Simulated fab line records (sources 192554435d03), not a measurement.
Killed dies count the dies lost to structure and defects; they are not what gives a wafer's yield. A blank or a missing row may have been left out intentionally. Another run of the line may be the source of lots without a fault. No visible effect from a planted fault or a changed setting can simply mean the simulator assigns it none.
Which tool is to blame? -- flow n5_finfet -- 10 lots (30 wafers sampled), 1 step of a 1938-step route

== WHAT THE GAUGES SHOWED, per wafer ==
N5_MIM_TOP_LITHO_OVL_MEAS_11.
lot,measured,on,MIM_TOP_OVL (nm)
L540,day 12 07:32,overlay-02,9 1 5
L539,day 12 07:46,overlay-01,-2 -12 1
L543,day 13 11:46,overlay-01,1 -6 -8
L544,day 14 13:41,overlay-02,-1 1 -5
L550,day 15 23:50,overlay-02,-6 -5 -5
L555,day 16 21:25,overlay-02,2 5 -3
L552,day 16 21:34,overlay-01,-2 10 0
L558,day 17 10:25,overlay-01,-2 2 4
L557,day 18 05:26,overlay-02,3 -5 -3
L559,day 18 09:36,overlay-02,-5 -11 1

== WHAT TOOL EACH LOT RAN ON (gives the tool, then ch and the chambers of the sampled wafers, and finally the start) ==
Record: no process step prior to these readings.

== THE ANSWER, worked out from the rows above alone ==
Rule: the lots themselves supply what counts as usual. The widest of any qualifying gaps counts: lots, ordered by their means at a reading, are off when they make up no more than a third of the lots, leave a main group of 4 or more, and stand apart from it by 3 or more times the standard deviation of that group's means. A main group whose means are all the same, to the digits that the tables above print for the reading, isn't used. A lot without any number at a reading at which 4 lots or more have one is off too. Where the step has rows for the other lots, those lots are counted as sound.
None of the lots is off at any reading shown; this tells nothing.

== WHAT THE SIMULATOR HAD PUT IN ==
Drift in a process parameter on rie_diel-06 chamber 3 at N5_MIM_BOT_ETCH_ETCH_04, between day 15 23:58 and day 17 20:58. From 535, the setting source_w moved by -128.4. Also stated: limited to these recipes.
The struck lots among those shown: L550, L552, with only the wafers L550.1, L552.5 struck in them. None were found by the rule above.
